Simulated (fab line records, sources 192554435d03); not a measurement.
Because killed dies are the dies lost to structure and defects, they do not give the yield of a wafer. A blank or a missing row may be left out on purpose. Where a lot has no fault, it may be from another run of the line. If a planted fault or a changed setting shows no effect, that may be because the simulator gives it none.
fab line records	flow n5Finfet
record: lots: 12	wafers: 34	lastDay: 18
route steps=1938 shown BEOL_M4@1098 BEOL_M5@1118 PASSIVATION@1936
lots that met no fault: taken from a fault-free run of the same line
startH: the number of hours between the record's first day and the start of the first shown wafer of the lot	waitH: hours since the lot's step before	" unchanged from the row above	L1.1+2: one row covering several wafers at once	- no value, or no start given	* or withheld: withheld	< > ~ a bound
route shown NAME@n: NAME is a module with steps in the file, n the number in the route of the first one	usual: the fault-free wafers' mean and standard deviation	same: alike in all rows	chamber/n: place in a boat	sites: readings site by site	_std_site: standard deviation of those values	_edge_site: the outer-site mean with the inner-site mean subtracted	radiusMm: for every site, how far away it sits from the centre of the wafer	mask NAME#n: copy n	behind: the most recent tool/chamber to have shaped the wafer	hold: why the lot was held/for how many hours/how that ended	device: the transistor (n, p or np) that didn't switch	end of line: the same wafers' tests at the end of the route	a step without rows: its recipe alone	killed: count of dies lost to structure and defects at first sort (not the wafer's yield)	map: shows each die of a wafer: x if killed, . if not, _ if none is there
set.NAME: the run value of the setting; set.NAME@STEP: its run value at that earlier step	model.NAME: the simulator's own value behind a step, which no gauge read
a sample of lots followed through the steps of the route, with each step as a table and each wafer as a row
services: from which hour (startH, from the record's first day; less than 0 if before it) a tool's chamber was out of use, for how many hours, and why
== steps ==
step: N5_BEOL_M4_SPUTTER_94
recipe: material: Cu	targetThkA: 45	tempC: -20	chamberPressurePa: 0.07	powerW: withheld	timeS: 8.29
usual: throttleValvePct: 30.1/1.1
same: timeS: 8.29
lot.wafer	tool	chamber	startH	waitH	throttleValvePct
L870.4	pvdSputter-01	-	164.75	0.1	28.4
L870.5	"	-	"	"	28.3
L870.6	"	-	"	"	29.3
L871.1	pvdSputter-01	-	174.82	0.1	29.4
L871.2	"	-	"	"	28.5
L871.6	"	-	"	"	28.2
L873.2	pvdSputter-03	-	181.08	0.1	32.3
L873.3	"	-	"	"	30.1
L873.6	"	-	"	"	29.9
L874.1	pvdSputter-03	-	188.14	0.1	32.2
L874.3	"	-	"	"	30.0
L874.6	"	-	"	"	30.3
L876.1	pvdSputter-03	-	210.78	0.1	29.9
L876.4	"	-	"	"	32.5
L876.5	"	-	"	"	30.1
L881.3	pvdSputter-03	-	241.97	0.1	29.8
L881.4	"	-	"	"	32.2
L882.1	pvdSputter-01	-	242.05	0.1	28.6
L882.4	"	-	"	"	29.4
L882.5	"	-	"	"	30.4
L883.2	pvdSputter-02	-	246.13	0.1	31.3
L883.5	"	-	"	"	31.4
L883.6	"	-	"	"	29.8
L885.3	pvdSputter-02	-	263.62	0.1	29.9
L885.4	"	-	"	"	31.2
L885.6	"	-	"	"	31.3
L887.1	pvdSputter-01	-	272.69	0.1	28.5
L887.3	"	-	"	"	30.3
L887.6	"	-	"	"	29.7
L891.1	pvdSputter-01	-	307.68	0.1	28.8
L891.3	"	-	"	"	28.5
L892.1	pvdSputter-03	-	311.36	0.1	30.5
L892.2	"	-	"	"	29.5
L892.3	"	-	"	"	32.4
step: N5_BEOL_M4_PRE_CLEAN_60
recipe: gas: NH3/H2	timeS: 15	tempC: *	rfPowerW: 300
usual: heaterPowerW: 88/18
same: timeS: 15
lot.wafer	tool	chamber	startH	waitH	heaterPowerW
L870.4	cvdCo-01	0	165.83	0.1	61
L870.5	"	2	"	"	81
L870.6	"	1	"	"	82
L871.1	cvdCo-01	0	175.87	0.0	63
L871.2	"	1	"	"	80
L871.6	"	1	"	"	76
L873.2	cvdCo-02	0	182.28	0.0	101
L873.3	"	2	"	"	120
L873.6	"	2	"	"	117
L874.1	cvdCo-01	2	189.19	0.0	82
L874.3	"	1	"	"	79
L874.6	"	2	"	"	81
L876.1	cvdCo-01	1	211.98	0.0	79
L876.4	"	0	"	"	62
L876.5	"	2	"	"	83
L881.3	cvdCo-02	1	243.02	0.0	86
L881.4	"	2	"	"	119
L882.1	cvdCo-01	2	243.12	0.0	81
L882.4	"	0	"	"	62
L882.5	"	1	"	"	79
L883.2	cvdCo-02	0	247.17	0.0	102
L883.5	"	1	"	"	91
L883.6	"	0	"	"	103
L885.3	cvdCo-02	0	264.67	0.0	102
L885.4	"	0	"	"	100
L885.6	"	1	"	"	89
L887.1	cvdCo-02	0	273.90	0.0	103
L887.3	"	1	"	"	88
L887.6	"	2	"	"	119
L891.1	cvdCo-01	1	308.74	0.0	79
L891.3	"	1	"	"	80
L892.1	cvdCo-01	1	312.44	0.0	79
L892.2	"	0	"	"	64
L892.3	"	1	"	"	79
step: N5_BEOL_M4_DEP_57
recipe: material: SiCN	targetThkA: 80	tempC: withheld	precursor: 3MS/NH3	pressureTorr: 3	rfW: 202	timeS: 14
usual: showerheadPlenumPTorr: 3.666/0.011	throttleValvePct: 8.9/0.45
same: timeS: 14
lot.wafer	tool	chamber	startH	waitH	showerheadPlenumPTorr	throttleValvePct
L870.4	pecvd-03	0	165.98	0.0	3.675	9.7
L870.5	"	1	"	"	3.658	9.8
L870.6	"	2	"	"	3.666	8.5
L871.1	pecvd-01	2	176.08	0.0	3.674	9.1
L871.2	"	1	"	"	3.675	8.9
L871.6	"	1	"	"	3.676	9.1
L873.2	pecvd-02	2	182.44	0.0	3.643	8.9
L873.3	"	0	"	"	3.657	9.3
L873.6	"	0	"	"	3.671	9.3
L874.1	pecvd-01	1	189.34	0.0	3.682	9.0
L874.3	"	0	"	"	3.680	8.6
L874.6	"	1	"	"	3.674	9.2
L876.1	pecvd-01	2	212.13	0.0	3.670	9.2
L876.4	"	1	"	"	3.678	9.2
L876.5	"	0	"	"	3.686	8.3
L881.3	pecvd-01	1	243.18	0.0	3.675	9.1
L881.4	"	1	"	"	3.675	8.9
L882.1	pecvd-03	0	243.28	0.0	3.667	9.6
L882.4	"	2	"	"	3.667	8.7
L882.5	"	0	"	"	3.677	9.6
L883.2	pecvd-02	1	247.33	0.0	3.664	9.1
L883.5	"	2	"	"	3.648	8.8
L883.6	"	0	"	"	3.657	9.4
L885.3	pecvd-03	1	264.83	0.0	3.652	9.9
L885.4	"	1	"	"	3.652	9.6
L885.6	"	0	"	"	3.660	9.6
L887.1	pecvd-03	0	274.06	0.0	3.685	9.7
L887.3	"	1	"	"	3.651	9.3
L887.6	"	2	"	"	3.657	8.5
L891.1	pecvd-02	1	308.95	0.0	3.667	8.8
L891.3	"	0	"	"	3.658	9.2
L892.1	pecvd-01	0	312.65	0.0	3.683	8.2
L892.2	"	2	"	"	3.675	8.9
L892.3	"	1	"	"	3.679	9.4
step: N5_BEOL_M5_COAT_60
recipe: resist: SiARC	tempC: 220	timeS: 60	spinRpm: 1500	resistThkNm: 12
usual: dispensePressureKPa: 47.4/2.9	heaterPowerTotalW: 427.6/2.2	runLengthS: 66.08/0.11
lot.wafer	tool	chamber	startH	waitH	dispensePressureKPa	heaterPowerTotalW	runLengthS
L870.4	lithoTrack-01	0	168.10	-	43.8	425.4	65.95
L870.5	"	0	"	"	43.8	430.7	66.24
L870.6	"	0	"	"	43.8	426.0	65.91
L871.1	lithoTrack-05	0	177.96	-	47.7	428.9	66.12
L871.2	"	0	"	"	47.6	425.9	66.19
L871.6	"	0	"	"	47.7	424.4	66.22
L873.2	lithoTrack-02	0	184.65	-	50.2	426.8	66.20
L873.3	"	0	"	"	50.1	426.6	66.09
L873.6	"	0	"	"	50.2	427.4	65.98
L874.1	lithoTrack-01	0	193.12	-	43.8	429.5	65.95
L874.3	"	0	"	"	43.8	429.7	66.02
L874.6	"	0	"	"	43.8	428.3	66.25
L876.1	lithoTrack-05	0	216.12	-	47.7	428.3	66.18
L876.4	"	0	"	"	47.7	430.5	66.18
L876.5	"	0	"	"	47.6	430.6	66.29
L881.3	lithoTrack-02	0	246.56	-	50.2	430.0	66.12
L881.4	"	0	"	"	50.2	455.8	59.29
L882.1	lithoTrack-02	0	246.75	-	50.2	425.8	66.25
L882.4	"	0	"	"	50.3	455.3	59.21
L882.5	"	0	"	"	50.2	429.2	66.39
L883.2	lithoTrack-02	0	249.50	-	50.2	462.9	59.32
L883.5	"	0	"	"	50.2	427.8	66.29
L883.6	"	0	"	"	50.2	428.2	66.08
L885.3	lithoTrack-01	0	268.81	-	43.8	424.1	65.91
L885.4	"	0	"	"	43.8	426.3	66.24
L885.6	"	0	"	"	43.9	430.7	66.16
L887.1	lithoTrack-01	0	277.17	-	43.9	424.5	66.13
L887.3	"	0	"	"	43.8	431.0	66.06
L887.6	"	0	"	"	43.8	424.0	66.00
L891.1	lithoTrack-05	0	312.11	-	47.6	426.8	66.09
L891.3	"	0	"	"	47.6	426.7	66.19
L892.1	lithoTrack-01	0	315.33	-	43.8	430.4	65.98
L892.2	"	0	"	"	43.8	424.3	65.89
L892.3	"	0	"	"	43.8	427.7	65.99
step: N5_PASSIVATION_PROBE_49
usual: defectLimitedYield: 91.4/1.5	killed_at_M0_to_M3: 35/11	killed_at_M4_up: 16/7	killedAtContacts: 11/5.3	killedAtFrontEnd: 37/11	killedAtOther: 3.1/2.8	killedDies: 102/18	killedOpen: 69/15	killedShort: 31/7.8	sort_bin_5_function: 5.1/1.1	sort_bin_6_memory: 3.2/0.69	sortNPass: 1078/18	sortYieldPct: 91.4/1.5
same: grossDies: 1180	killedAtBackSide: 0	sort_bin_4_leakage[%]: 0	sort_bin_8_speed[%]: 0
lot.wafer	tool	chamber	startH	waitH	defectLimitedYield[%]	killed_at_M0_to_M3	killed_at_M4_up	killedAtContacts	killedAtFrontEnd	killedAtOther	killedDies	killedOpen	killedShort	sort_bin_5_function[%]	sort_bin_6_memory[%]	sortNPass	sortYieldPct[%]
L870.4	prober-02	-	265.49	0.2	90.1	35	15	15	50	2	117	82	33	5.8	3.8	1063	90.1
L870.5	prober-02	-	265.54	0.2	90.5	22	20	17	53	0	112	77	33	5.2	4.0	1068	90.5
L870.6	prober-02	-	265.59	0.3	89.8	36	21	10	43	10	120	85	35	5.6	4.0	1060	89.8
L871.1	prober-01	-	276.97	0.0	93.6	26	8	8	26	7	75	49	23	3.4	2.7	1105	93.6
L871.2	prober-01	-	277.02	0.1	92.2	36	7	3	42	4	92	51	41	4.2	3.5	1088	92.2
L871.6	prober-01	-	277.22	0.3	93.4	26	7	9	30	6	78	43	33	4.2	2.4	1102	93.4
L873.2	prober-01	-	295.61	0.1	90.7	24	23	14	47	2	110	71	36	5.3	3.3	1070	90.7
L873.3	prober-01	-	295.66	0.1	91.3	27	9	17	47	3	103	71	32	5.3	3.0	1077	91.3
L873.6	prober-01	-	295.81	0.3	90.4	21	28	7	53	4	113	74	37	6.3	3.1	1067	90.4
L874.1	prober-01	-	301.03	0.0	88.0	64	26	16	28	8	142	102	39	6.8	4.7	1038	88.0
L874.3	prober-01	-	301.13	0.1	88.6	42	34	22	35	2	135	109	25	6.8	4.5	1045	88.6
L874.6	prober-01	-	301.28	0.3	91.1	33	18	13	38	3	105	72	32	5.8	2.9	1075	91.1
L881.3	prober-02	-	346.09	0.1	90.9	45	9	16	35	2	107	54	50	5.0	3.7	1073	90.9
L883.2	prober-02	-	350.84	0.1	89.4	46	29	13	35	2	125	83	42	5.9	4.4	1055	89.4
L883.5	prober-02	-	350.99	0.2	91.1	34	26	7	34	4	105	74	31	4.7	3.6	1075	91.1
L883.6	prober-02	-	351.04	0.3	91.0	53	16	6	31	0	106	77	29	4.9	3.8	1074	91.0
L882.1	prober-02	-	352.64	0.0	89.2	53	11	9	54	0	127	88	38	7.1	3.2	1053	89.2
L882.4	prober-02	-	352.79	0.2	91.9	29	10	13	41	2	95	50	36	4.3	3.2	1085	91.9
L882.5	prober-02	-	352.84	0.2	91.9	15	17	8	52	3	95	68	22	4.6	3.1	1085	91.9
L885.3	prober-01	-	373.73	0.1	90.2	41	19	12	28	16	116	75	41	5.8	3.7	1064	90.2
L885.4	prober-01	-	373.78	0.2	89.7	55	10	17	35	5	122	75	47	6.6	3.3	1058	89.7
L885.6	prober-01	-	373.88	0.3	91.5	43	15	10	28	4	100	65	33	4.5	3.8	1080	91.5
L887.1	prober-02	-	383.19	0.0	89.9	44	21	12	41	1	119	79	34	5.8	3.5	1061	89.9
L887.3	prober-02	-	383.29	0.1	91.7	38	10	9	41	0	98	67	29	5.3	2.7	1082	91.7
L887.6	prober-02	-	383.44	0.3	92.3	46	12	8	24	1	91	69	18	4.7	2.6	1089	92.3
killed by level:class
L870.4 FIN_SAQP:geometricParticle:open=14 FIN_SAQP:geometricParticle:short=14 MOL_CONTACT_COAG:geometricParticle:open=12 BEOL_M0_SAQP:geometricParticle:open=10 STI_FIN_REVEAL:geometricParticle:open=8 BEOL_M1:geometricParticle:open=7 BEOL_M0_SAQP:geometricParticle:short=5 BEOL_M0:geometricParticle:open=5
L870.5 MOL_CONTACT_COAG:geometricParticle:open=15 FIN_SAQP:geometricParticle:open=14 FIN_SAQP:geometricParticle:short=11 BEOL_M1:geometricParticle:open=8 STI_FIN_REVEAL:geometricParticle:open=7 BEOL_M4:geometricParticle:open=7 BEOL_M2:geometricParticle:open=6 BEOL_M5:geometricParticle:open=6
L870.6 FIN_SAQP:geometricParticle:open=17 MOL_CONTACT_COAG:geometricParticle:open=9 BEOL_M3:geometricParticle:open=8 BEOL_M4:geometricParticle:open=8 BEOL_M1:geometricParticle:open=7 DUMMY_GATE:geometricParticle:open=6 BEOL_M0_SAQP:geometricParticle:short=6 BEOL_M4:geometricParticle:short=6
L871.1 MOL_CONTACT_COAG:geometricParticle:open=8 BEOL_M2:geometricParticle:open=7 BEOL_M0_SAQP:geometricParticle:open=5 BEOL_M0_SAQP:geometricParticle:short=5 FIN_SAQP:geometricParticle:short=4 DUMMY_GATE:geometricParticle:open=4 BEOL_M3:geometricParticle:open=4 FIN_SAQP:geometricParticle:open=3
L871.2 BEOL_M0_SAQP:geometricParticle:open=11 GATE_CUT:geometricParticle:short=8 BEOL_M0_SAQP:geometricParticle:short=7 BEOL_M2:geometricParticle:open=6 ILD0:geometricParticle:open=5 BEOL_M2:geometricParticle:short=5 STARTING-WAFER:geometricParticle:short=5 FIN_SAQP:geometricParticle:open=4
L871.6 BEOL_M1:geometricParticle:open=9 MOL_CONTACT_COAG:geometricParticle:open=6 FIN_SAQP:geometricParticle:short=5 STARTING-WAFER:geometricParticle:open=5 DUMMY_GATE:geometricParticle:open=4 BEOL_M0_SAQP:geometricParticle:short=4 BEOL_M1:geometricParticle:short=4 STARTING-WAFER:geometricParticle:short=4
L873.2 BEOL_M4:geometricParticle:open=12 BEOL_M3:geometricParticle:open=12 MOL_CONTACT_COAG:geometricParticle:open=11 FIN_SAQP:geometricParticle:open=7 DUMMY_GATE:geometricParticle:open=6 GATE_CUT:geometricParticle:short=6 FIN_SAQP:geometricParticle:short=5 ILD0:geometricParticle:short=5
L873.3 MOL_CONTACT_COAG:geometricParticle:open=12 FIN_SAQP:geometricParticle:open=9 GATE_CUT:geometricParticle:short=7 STI_FIN_REVEAL:geometricParticle:open=6 ILD0:geometricParticle:open=6 BEOL_M0_SAQP:geometricParticle:open=6 GATE_CUT:geometricParticle:open=5 MOL_CONTACT_COAG:geometricParticle:short=5
L873.6 BEOL_M4:geometricParticle:open=15 FIN_SAQP:geometricParticle:open=10 FIN_SAQP:geometricParticle:short=8 STI_FIN_REVEAL:geometricParticle:open=7 DUMMY_GATE:geometricParticle:open=7 BEOL_M3:geometricParticle:open=7 GATE_CUT:geometricParticle:open=5 BEOL_M3:geometricParticle:short=5
L874.1 BEOL_M3:geometricParticle:open=18 BEOL_M4:geometricParticle:open=17 MOL_CONTACT_COAG:geometricParticle:open=13 BEOL_M0_SAQP:geometricParticle:open=12 BEOL_M1:geometricParticle:open=11 BEOL_M0_SAQP:geometricParticle:short=10 BEOL_M2:geometricParticle:open=7 FIN_SAQP:geometricParticle:short=5
L874.3 MOL_CONTACT_COAG:geometricParticle:open=20 BEOL_M4:geometricParticle:open=18 STI_FIN_REVEAL:geometricParticle:open=14 BEOL_M0_SAQP:geometricParticle:open=9 DUMMY_GATE:geometricParticle:open=9 BEOL_M3:geometricParticle:open=9 BEOL_M5:geometricParticle:open=8 BEOL_M2:geometricParticle:open=7
L874.6 MOL_CONTACT_COAG:geometricParticle:open=12 BEOL_M3:geometricParticle:open=12 BEOL_M4:geometricParticle:open=11 FIN_SAQP:geometricParticle:short=9 BEOL_M2:geometricParticle:open=7 STI_FIN_REVEAL:geometricParticle:open=6 BEOL_M0_SAQP:geometricParticle:short=5 STARTING-WAFER:geometricParticle:open=4
L881.3 MOL_CONTACT_COAG:geometricParticle:open=12 BEOL_M0_SAQP:geometricParticle:short=12 BEOL_M3:geometricParticle:short=10 FIN_SAQP:geometricParticle:open=8 BEOL_M3:geometricParticle:open=6 FIN_SAQP:geometricParticle:short=5 BEOL_M0_SAQP:geometricParticle:open=5 GATE_CUT:geometricParticle:short=4
L883.2 BEOL_M4:geometricParticle:open=14 BEOL_M3:geometricParticle:open=13 MOL_CONTACT_COAG:geometricParticle:open=10 BEOL_M1:geometricParticle:open=9 GATE_CUT:geometricParticle:short=8 BEOL_M0_SAQP:geometricParticle:open=8 BEOL_M0_SAQP:geometricParticle:short=8 FIN_SAQP:geometricParticle:short=6
L883.5 BEOL_M1:geometricParticle:open=13 BEOL_M4:geometricParticle:open=12 STARTING-WAFER:geometricParticle:open=8 GATE_CUT:geometricParticle:short=7 MOL_CONTACT_COAG:geometricParticle:open=6 BEOL_M0_SAQP:geometricParticle:short=6 BEOL_M3:geometricParticle:open=6 FIN_SAQP:geometricParticle:short=4
L883.6 BEOL_M1:geometricParticle:open=16 BEOL_M2:geometricParticle:open=12 FIN_SAQP:geometricParticle:open=8 BEOL_M0_SAQP:geometricParticle:short=8 FIN_SAQP:geometricParticle:short=6 BEOL_M3:geometricParticle:open=6 BEOL_M4:geometricParticle:open=6 MOL_CONTACT_COAG:geometricParticle:open=5
L882.1 BEOL_M3:geometricParticle:open=22 FIN_SAQP:geometricParticle:short=11 FIN_SAQP:geometricParticle:open=10 MOL_CONTACT_COAG:geometricParticle:open=9 BEOL_M1:geometricParticle:open=8 DUMMY_GATE:geometricParticle:open=7 BEOL_M2:geometricParticle:open=5 STARTING-WAFER:geometricParticle:short=5
L882.4 BEOL_M3:geometricParticle:open=11 DUMMY_GATE:geometricParticle:open=9 MOL_CONTACT_COAG:geometricParticle:open=8 STI_FIN_REVEAL:geometricParticle:open=7 STARTING-WAFER:geometricParticle:short=7 BEOL_M0_SAQP:geometricParticle:short=6 DUMMY_GATE:geometricParticle:short=4 BEOL_M4:geometricParticle:open=4
L882.5 FIN_SAQP:geometricParticle:open=11 GATE_CUT:geometricParticle:open=11 FIN_SAQP:geometricParticle:short=8 STI_FIN_REVEAL:geometricParticle:open=7 MOL_CONTACT_COAG:geometricParticle:open=7 BEOL_M3:geometricParticle:open=6 DUMMY_GATE:geometricParticle:open=5 BEOL_M4:geometricParticle:open=4
L885.3 MOL_CONTACT_COAG:geometricParticle:open=10 BEOL_M2:geometricParticle:open=9 BEOL_M3:geometricParticle:open=8 BEOL_M4:geometricParticle:open=7 FIN_SAQP:geometricParticle:open=6 DUMMY_GATE:geometricParticle:open=6 BEOL_M0_SAQP:geometricParticle:short=5 BEOL_M1:geometricParticle:open=5
L885.4 MOL_CONTACT_COAG:geometricParticle:open=17 BEOL_M3:geometricParticle:open=12 GATE_CUT:geometricParticle:short=11 BEOL_M0_SAQP:geometricParticle:short=11 BEOL_M2:geometricParticle:open=10 BEOL_M2:geometricParticle:short=7 FIN_SAQP:geometricParticle:open=5 BEOL_M1:geometricParticle:open=5
L885.6 BEOL_M3:geometricParticle:open=10 MOL_CONTACT_COAG:geometricParticle:open=8 BEOL_M2:geometricParticle:open=8 BEOL_M0_SAQP:geometricParticle:open=7 BEOL_M4:geometricParticle:open=6 BEOL_M1:geometricParticle:open=5 FIN_SAQP:geometricParticle:open=4 BEOL_M1:geometricParticle:short=4
L887.1 BEOL_M1:geometricParticle:open=15 BEOL_M2:geometricParticle:open=11 MOL_CONTACT_COAG:geometricParticle:open=10 DUMMY_GATE:geometricParticle:open=7 BEOL_M4:geometricParticle:open=7 STI_FIN_REVEAL:geometricParticle:open=6 FIN_SAQP:geometricParticle:short=4 GATE_CUT:geometricParticle:short=4
L887.3 BEOL_M1:geometricParticle:open=9 BEOL_M2:geometricParticle:open=9 MOL_CONTACT_COAG:geometricParticle:open=8 STI_FIN_REVEAL:geometricParticle:open=6 GATE_CUT:geometricParticle:short=5 BEOL_M0_SAQP:geometricParticle:short=5 BEOL_M3:geometricParticle:open=5 BEOL_M4:geometricParticle:open=5
L887.6 BEOL_M1:geometricParticle:open=13 BEOL_M2:geometricParticle:open=8 BEOL_M0_SAQP:geometricParticle:open=8 BEOL_M3:geometricParticle:open=8 MOL_CONTACT_COAG:geometricParticle:open=7 BEOL_M0_SAQP:geometricParticle:short=4 STI_FIN_REVEAL:geometricParticle:open=3 DUMMY_GATE:geometricParticle:open=3
== services ==
tool	chamber	startH	hours	kind
pecvd-03	1	143.74	5.5	scheduledDown
pecvd-03	-	146.95	2.8	pm
pecvd-02	0	148.80	5.5	scheduledDown
pecvd-03	0	152.86	5.5	scheduledDown
pecvd-01	1	160.64	3.2	repair
cvdCo-02	-	164.31	3.8	pm
pecvd-01	2	166.23	2.9	repair
pecvd-03	1	168.05	16.5	scheduledDown
cvdCo-01	2	168.85	11.0	repair
pecvd-02	2	202.45	4.4	repair
cvdCo-01	-	204.15	2.1	repair
lithoTrack-05	-	205.44	-	consumableReplace:filter
cvdCo-02	-	206.61	6.0	pm
pecvd-02	2	210.16	5.3	repair
pecvd-01	-	218.27	14.1	repair
cvdCo-01	-	223.42	8.5	repair
pecvd-03	1	236.93	4.2	repair
pecvd-01	-	249.84	0.6	repair
pecvd-01	-	269.73	1.0	repair
pecvd-01	1	296.81	5.5	scheduledDown
cvdCo-01	2	300.00	30.8	repair
pecvd-01	0	302.27	2.1	scheduledDown
pecvd-01	1	304.40	2.1	scheduledDown
pvdSputter-03	-	313.96	11.4	repair
== key ==
firstSign: step: N5_BEOL_M5_COAT_60	reading: runLengthS	direction: down	sigmas: 61	usual: *	struck: *
effect: step: N5_BEOL_M5_COAT_60	reading: heaterPowerTotalW	direction: up	sigmas: 14	usual: *	struck: *
metAt N5_BEOL_M5_COAT_60
struckLots L881,L882,L883
struckWafers L881.4,L882.4,L883.2
notActingAt N5_BEOL_M4_SPUTTER_94,N5_BEOL_M4_PRE_CLEAN_60,N5_BEOL_M4_DEP_57
onsetBetween 184.65 246.56
fault: kind: processParameterDrift	tool: lithoTrack-02	chamber: -	onsetH: 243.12	steps: N5_BEOL_M5_COAT_60	channel: timeS	offset: *	shape: step	endH: 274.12	scope: struckWafersOnly	actsIn: *	stated: *
